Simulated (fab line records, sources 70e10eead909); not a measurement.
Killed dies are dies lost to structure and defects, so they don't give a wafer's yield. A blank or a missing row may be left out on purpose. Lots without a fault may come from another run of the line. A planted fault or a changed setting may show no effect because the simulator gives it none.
A struck lot beside a sound one | flow nand_harc | 36 steps out of a route of 1302
Sound: wafers L304.1, L304.2, L304.6. Struck: wafer L293.2. (L293.1, L293.3 of the same lot were not struck and are left out.) The cause comes at the end.
At each step with rows: each side's tool, then ch and its chambers, then its first start. Under that, the readings that differ: sound wafers | struck wafers | difference of the means | sigmas: that difference in standard deviations of wafers without a fault.
alike: readings whose means differ by less than 2 such deviations, and words and numbers that are the same on both sides. not compared: withheld readings, readings that some wafer has no value for, bounds like >300 that may hide the same value, and numbers for which the record gives no deviation and whose values overlap.
The two part at a step that has a row with sigmas, a row that says differs or no value, or rows on one side only. Numbers that don't overlap but have no deviation are shown without sigmas and don't part them. A reading that every wafer of one side lacks parts them only if that side has two wafers or more.

first, 9 steps without rows for these wafers: NHARC_P_M2_STRIP_19 (strips in post etch residue remover, time 600 s); NHARC_P_M2_DEGAS_29 (time 60 s); NHARC_P_M2_PRE_CLEAN_30 (time 30 s); NHARC_P_M2_PVD_20 (deposits TaN, target thk 5 nm, time 8.06 s); NHARC_P_M2_PVD_21 (deposits Cu, target thk 30 nm, time 20.49 s); NHARC_P_M2_ECD_22 (material Cu, target thk 400 nm); NHARC_P_M2_ANNEAL_31 (time 90 s); NHARC_P_M2_CMP_23 (polishes, t overpolish 20 s, target thk 144.3 nm); NHARC_P_M2_SRD_25.
NHARC_P_M2_PRE_CLEAN_32: time 12 s.
  sound on pecvd-01 ch 0,1,2, day 14 16:19; struck on pecvd-01 ch 0, day 9 20:09
  alike: heater_power_outer_w, heater_power_w, rf_fwd_power_W, susceptor_temp_C
then, 25 steps without rows for these wafers: NHARC_P_M2_DEP_33 (deposits SiCN, target thk 30 nm); NHARC_P_BONDPAD_DEP_00 (deposits SiCN, target thk 250 nm); NHARC_P_BONDPAD_CMP_32 (polishes SiCN, target thk 200 nm); NHARC_P_BONDPAD_SRD_34; NHARC_P_BONDPAD_DEHYDRATE_01 (time 120 s); NHARC_P_BONDPAD_HMDS_02 (time 30 s); NHARC_P_BONDPAD_COAT_36 (time 65 s); NHARC_P_BONDPAD_COAT_03 (resist thk 600 nm); NHARC_P_BONDPAD_SOFTBAKE_04 (time 70 s); NHARC_P_BONDPAD_EBR_05; NHARC_P_BONDPAD_EXPOSE_06 (exposes mask P BPAD); NHARC_P_BONDPAD_PEB_07 (peb time 80 s); NHARC_P_BONDPAD_DEVELOP_08 (time 50 s); NHARC_P_BONDPAD_HARDBAKE_10 (time 65 s); NHARC_P_BONDPAD_DESCUM_11 (chemistry O2, time 3 s); NHARC_P_BONDPAD_ETCH_37 (etches the open film in N2/H2, target depth 60 nm, overetch 18 nm, time 65.91 s); NHARC_P_BONDPAD_ETCH_12 (etches the open film in CHF3/O2, target depth 200 nm, time 100 s); NHARC_P_BONDPAD_STRIP_15 (strips in O2); NHARC_P_BONDPAD_ETCH_24 (etches the open film in CF4/N2, target depth 30 nm, time 72.99 s); NHARC_P_BONDPAD_STRIP_16 (strips in post etch residue remover, time 600 s); NHARC_P_BONDPAD_DEGAS_25 (time 60 s); NHARC_P_BONDPAD_PRE_CLEAN_26 (time 30 s); NHARC_P_BONDPAD_PVD_17 (deposits TaN, target thk 5 nm, time 8.06 s); NHARC_P_BONDPAD_PVD_27 (deposits Cu, target thk 30 nm, time 20.49 s); NHARC_P_BONDPAD_ECD_18 (material Cu, target thk 400 nm).
-- the record jumps here: 18 days lie between the struck wafers' starts before and after (it left off in module P_BONDPAD and takes up again in module END, whose first step shown is number 1302 of the route) --
NHARC_END_SORT_01:
  the record has rows for the struck wafers here (prober-02 ch 0, day 27 15:50) and none for the sound ones

WHERE THEY PART
Only at NHARC_END_SORT_01, within this record.

WHY: what the simulator had put in
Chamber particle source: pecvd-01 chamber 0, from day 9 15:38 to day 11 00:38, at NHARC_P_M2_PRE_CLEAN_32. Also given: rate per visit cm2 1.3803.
